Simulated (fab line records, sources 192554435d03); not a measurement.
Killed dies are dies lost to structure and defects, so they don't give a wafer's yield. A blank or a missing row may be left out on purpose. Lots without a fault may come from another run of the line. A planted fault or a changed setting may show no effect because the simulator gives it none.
Which tool did it? | flow n5_finfet | 11 lots, 30 wafers sampled, at 6 steps of a route of 1938

WHAT THE GAUGES READ, wafer by wafer
N5_BEOL_M4_RC_MEAS_101. Usual: DIBL_N 37.4 mV/V, standard deviation 2.1; DIBL_P 37.8 mV/V, standard deviation 2.5; IOFF_N 0.19 nA/um, standard deviation 0.045; IOFF_P 0.24 nA/um, standard deviation 0.05; ION_N 682 uA/um, standard deviation 16; ION_P 467 uA/um, standard deviation 11; SS_N 71.9 mV/dec, standard deviation 0.67; SS_P 73.6 mV/dec, standard deviation 0.76; VT_N 247 mV, standard deviation 3.6; VT_P -248 mV, standard deviation 3.6.
lot  | measured     | on        | DIBL_N (mV/V)  | DIBL_P (mV/V)  | IOFF_N (nA/um) | IOFF_P (nA/um) | ION_N (uA/um) | ION_P (uA/um) | SS_N (mV/dec)  | SS_P (mV/dec)  | VT_N (mV)   | VT_P (mV)      | flag
L469 | day 8 17:21  | prober-02 | 35.1 37.9 36.0 | 34.3 36.8 33.6 | 0.15 0.19 0.14 | 0.19 0.22 0.18 | 694 690 650   | 475 465 447   | 71.3 72.0 72.1 | 72.7 73.8 73.1 | 249 244 253 | -252 -249 -252 |
L472 | day 8 23:06  | prober-02 | 38.9 35.4 33.9 | 39.8 36.1 34.6 | 0.23 0.16 0.13 | 0.29 0.22 0.20 | 704 665 682   | 477 459 477   | 73.0 72.0 71.7 | 74.0 73.6 72.8 | 242 245 250 | -244 -246 -250 |
L473 | day 9 20:37  | prober-02 | 36.2 35.6      | 37.4 36.6      | 0.16 0.16      | 0.22 0.21      | 689 695       | 470 473       | 71.4 72.0      | 73.9 73.1      | 247 249     | -248 -249      |
L479 | day 11 05:55 | prober-01 | 41.3 40.2 39.6 | 43.0 42.4 40.5 | 0.24 0.24 0.23 | 0.33 0.32 0.28 | 676 695 713   | 463 479 481   | 72.7 72.9 72.3 | 74.0 74.7 74.7 | 245 245 245 | -246 -247 -246 |
L480 | day 11 14:48 | prober-02 | 34.6 38.8 39.8 | 33.4 39.6 42.2 | 0.14 0.23 0.24 | 0.15 0.23 0.29 | 664 696 681   | 440 459 457   | 71.1 72.3 71.7 | 73.0 74.1 74.8 | 254 244 244 | -256 -251 -248 |
L481 | day 11 19:31 | prober-02 | 38.9 41.0 38.5 | 38.7 41.4 37.7 | 0.21 0.25 0.21 | 0.27 0.33 0.26 | 671 671 693   | 464 463 470   | 72.6 73.6 73.0 | 74.2 75.0 73.8 | 245 244 244 | -245 -241 -244 |
L483 | day 12 14:02 | prober-02 | 35.8 36.6      | 36.9 37.4      | 0.16 0.18      | 0.22 0.25      | 687 693       | 474 472       | 71.8 72.0      | 73.5 73.6      | 250 246     | -250 -247      |
L484 | day 12 19:22 | prober-01 | 40.4 37.5 40.2 | 43.3 37.7 42.0 | 0.25 0.17 0.26 | 0.38 0.23 0.35 | 675 663 710   | 465 453 484   | 72.9 72.1 71.9 | 75.2 72.9 74.2 | 243 252 241 | -243 -249 -239 |
L487 | day 13 00:13 | prober-02 | 37.6 36.1      | 37.5 36.6      | 0.20 0.19      | 0.27 0.28      | 715 697       | 493 485       | 71.5 71.0      | 73.7 74.0      | 246 247     | -244 -242      |
L486 | day 13 04:29 | prober-01 | 35.8 36.1 38.4 | 34.2 33.9 36.6 | 0.13 0.14 0.16 | 0.18 0.19 0.22 | 677 681 673   | 471 471 465   | 70.6 70.8 71.3 | 72.6 72.5 73.1 | 252 251 252 | -251 -250 -249 |
L488 | day 13 11:37 | prober-02 | 31.5 34.3 34.5 | 31.3 34.7 35.4 | 0.10 0.14 0.14 | 0.15 0.19 0.20 | 654 665 667   | 459 465 463   | 70.0 71.4 71.7 | 71.4 72.7 72.8 | 254 250 250 | -254 -248 -251 |

N5_BEOL_M8_THK_MEAS_01. Usual: M8_ILD_THK 155.1 nm, standard deviation 2.2.
lot  | measured     | on            | M8_ILD_THK (nm)   | flag
L469 | day 9 21:50  | film_metro-02 | 157.9 158.1 156.6 |
L472 | day 10 03:08 | film_metro-01 | 154.6 155.3 155.3 |
L473 | day 10 22:59 | film_metro-01 | 154.7 158.6       |
L479 | day 12 15:46 | film_metro-02 | 233.4 157.5 239.1 | OFF
L480 | day 12 22:23 | film_metro-01 | 154.4 232.0 156.2 | OFF
L481 | day 13 07:05 | film_metro-01 | 154.9 158.4 153.7 |
L483 | day 13 21:42 | film_metro-02 | 156.7 152.6       |
L484 | day 14 02:52 | film_metro-02 | 154.9 157.0 154.6 |
L487 | day 14 12:13 | film_metro-01 | 153.7 157.1       |
L486 | day 14 10:58 | film_metro-02 | 151.4 156.8 155.7 |
L488 | day 14 19:09 | film_metro-01 | 152.9 154.2 155.4 |

N5_BEOL_M8_CD_MEAS_11: target cd 38.5 nm. Usual: cd_nm 38.8 nm, standard deviation 0.55.
lot  | measured     | on        | cd_nm (nm)     | flag
L469 | day 9 23:38  | cd_sem-01 | 39.5 38.6 39.5 |
L472 | day 10 04:47 | cd_sem-03 | 38.7 37.8 38.7 |
L473 | day 11 00:20 | cd_sem-02 | 38.8 39.3      |
L479 | day 12 17:31 | cd_sem-01 | 39.8 38.4 39.0 |
L480 | day 13 00:41 | cd_sem-03 | 38.4 37.6 38.4 |
L481 | day 13 08:04 | cd_sem-01 | 38.3 38.9 37.6 |
L483 | day 13 22:35 | cd_sem-03 | 39.6 39.7      |
L484 | day 14 03:38 | cd_sem-01 | 38.4 38.3 39.0 |
L487 | day 14 14:15 | cd_sem-03 | 39.1 38.4      |
L486 | day 14 11:27 | cd_sem-02 | 39.3 39.4 39.4 |
L488 | day 14 20:42 | cd_sem-03 | 37.9 39.3 38.7 |

N5_BEOL_M8_OVL_MEAS_12. Usual: M8_OVL -0.1 nm, standard deviation 0.85.
lot  | measured     | on         | M8_OVL (nm)    | flag
L469 | day 9 23:40  | overlay-02 | 0.3 -1.9 -0.5  |
L472 | day 10 04:49 | overlay-02 | 1.6 0.0 0.6    |
L473 | day 11 00:22 | overlay-01 | 0.3 1.3        |
L479 | day 12 17:35 | overlay-02 | -0.4 1.0 0.0   |
L480 | day 13 00:43 | overlay-02 | 0.9 0.5 -0.4   |
L481 | day 13 08:05 | overlay-01 | -0.5 0.5 -1.1  |
L483 | day 13 22:37 | overlay-01 | -2.0 -0.2      |
L484 | day 14 03:40 | overlay-01 | -2.0 -2.6 -1.3 |
L487 | day 14 14:17 | overlay-02 | -0.5 -0.8      |
L486 | day 14 11:29 | overlay-01 | -1.0 0.4 -0.8  |
L488 | day 14 20:44 | overlay-01 | 0.8 -0.7 -0.5  |

WHICH TOOL RAN EACH LOT (tool, then ch and the chambers of the sampled wafers, then the start)
lot  | N5_BEOL_M7_DEGAS_44          | N5_BEOL_M8_ILD_DEP_00
L469 | pvd_sputter-02, day 9 19:21  | pecvd-01 ch 0,1, day 9 21:14
L472 | pvd_sputter-02, day 10 00:32 | pecvd-01 ch 0,1, day 10 02:32
L473 | pvd_sputter-01, day 10 20:42 | pecvd-02 ch 2, day 10 22:25
L479 | pvd_sputter-01, day 12 12:56 | pecvd-02 ch 0,1, day 12 15:10
L480 | pvd_sputter-01, day 12 19:47 | pecvd-02 ch 0,1,2, day 12 21:49
L481 | pvd_sputter-01, day 13 04:17 | pecvd-01 ch 1,2, day 13 06:30
L483 | pvd_sputter-01, day 13 19:19 | pecvd-01 ch 1,2, day 13 21:08
L484 | pvd_sputter-01, day 13 23:49 | pecvd-01 ch 0,2, day 14 01:27
L487 | pvd_sputter-03, day 14 09:38 | pecvd-01 ch 0, day 14 11:38
L486 | pvd_sputter-02, day 14 08:28 | pecvd-04 ch 1,2, day 14 10:23
L488 | pvd_sputter-03, day 14 16:50 | pecvd-04 ch 1,2, day 14 18:31
- N5_BEOL_M7_DEGAS_44: time 60 s.
- N5_BEOL_M8_ILD_DEP_00: deposits SiCOH lowk from DEMS/porogen, target thk 179.75 nm, time 33.4 s.

WHAT THE TOOLS THEMSELVES READ (means of the sampled wafers that have a number; where no wafer has one, the mark that the record gives instead)
N5_BEOL_M7_DEGAS_44. Usual: heater_power_w 324 W, standard deviation 29.
lot  | tool           | heater_power_w (W) | flag
L469 | pvd_sputter-02 | 332                |
L472 | pvd_sputter-02 | 345                |
L473 | pvd_sputter-01 | 322                |
L479 | pvd_sputter-01 | 306                |
L480 | pvd_sputter-01 | 321                |
L481 | pvd_sputter-01 | 327                |
L483 | pvd_sputter-01 | 314                |
L484 | pvd_sputter-01 | 343                |
L487 | pvd_sputter-03 | 264                |
L486 | pvd_sputter-02 | 351                |
L488 | pvd_sputter-03 | 302                |

N5_BEOL_M8_ILD_DEP_00. Usual: heater_power_w 324 W, standard deviation 76; showerhead_plenum_p_Torr 5.751 Torr, standard deviation 0.02; throttle_valve_pct 13.7 %, standard deviation 0.44.
lot  | tool     | heater_power_w (W) | showerhead_plenum_p_Torr (Torr) | throttle_valve_pct (%) | flag
L469 | pecvd-01 | 295                | 5.752                           | 13.5                   |
L472 | pecvd-01 | 303                | 5.756                           | 13.5                   |
L473 | pecvd-02 | 275                | 5.715                           | 14.1                   |
L479 | pecvd-02 | 266                | 5.758                           | 14.2                   |
L480 | pecvd-02 | 284                | 5.743                           | 14.2                   |
L481 | pecvd-01 | 251                | 5.737                           | 13.2                   |
L483 | pecvd-01 | 292                | 5.744                           | 13.1                   |
L484 | pecvd-01 | 352                | 5.749                           | 13.6                   |
L487 | pecvd-01 | 390                | 5.765                           | 13.7                   |
L486 | pecvd-04 | 399                | 5.769                           | 13.6                   |
L488 | pecvd-04 | 435                | 5.763                           | 13.7                   |

THE ANSWER, worked out from the rows above alone
Rule: a lot is off if the mean of its wafers that have a number lies more than 3 standard deviations from the usual mean. A lot without any number at a reading at which 4 lots or more have one is off too. The other lots that the step has rows for count as sound. The gauges are gone through in route order, then the tools' own readings, and for those a lot's mean is taken as printed above. The first step at which some lot is off is used, and at that step the reading that is off furthest; a lot without a number counts as furthest.
Off: L479, L480, at N5_BEOL_M8_THK_MEAS_01 (M8_ILD_THK).
A tool fits if, at a process step before that reading, it ran every lot that is off, and no sound lot after the first of them. The gauges at N5_BEOL_M8_THK_MEAS_01 are tried like those tools. One fits: pecvd-02 at N5_BEOL_M8_ILD_DEP_00. Its last sound lot is L473 (day 10 22:25), its first lot that is off L479 (day 12 15:10): a fault that began between those two fits.

WHAT THE SIMULATOR HAD PUT IN
Process parameter drift: pecvd-02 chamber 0, from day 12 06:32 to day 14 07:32, at N5_BEOL_M8_ILD_DEP_00. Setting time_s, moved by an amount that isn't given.
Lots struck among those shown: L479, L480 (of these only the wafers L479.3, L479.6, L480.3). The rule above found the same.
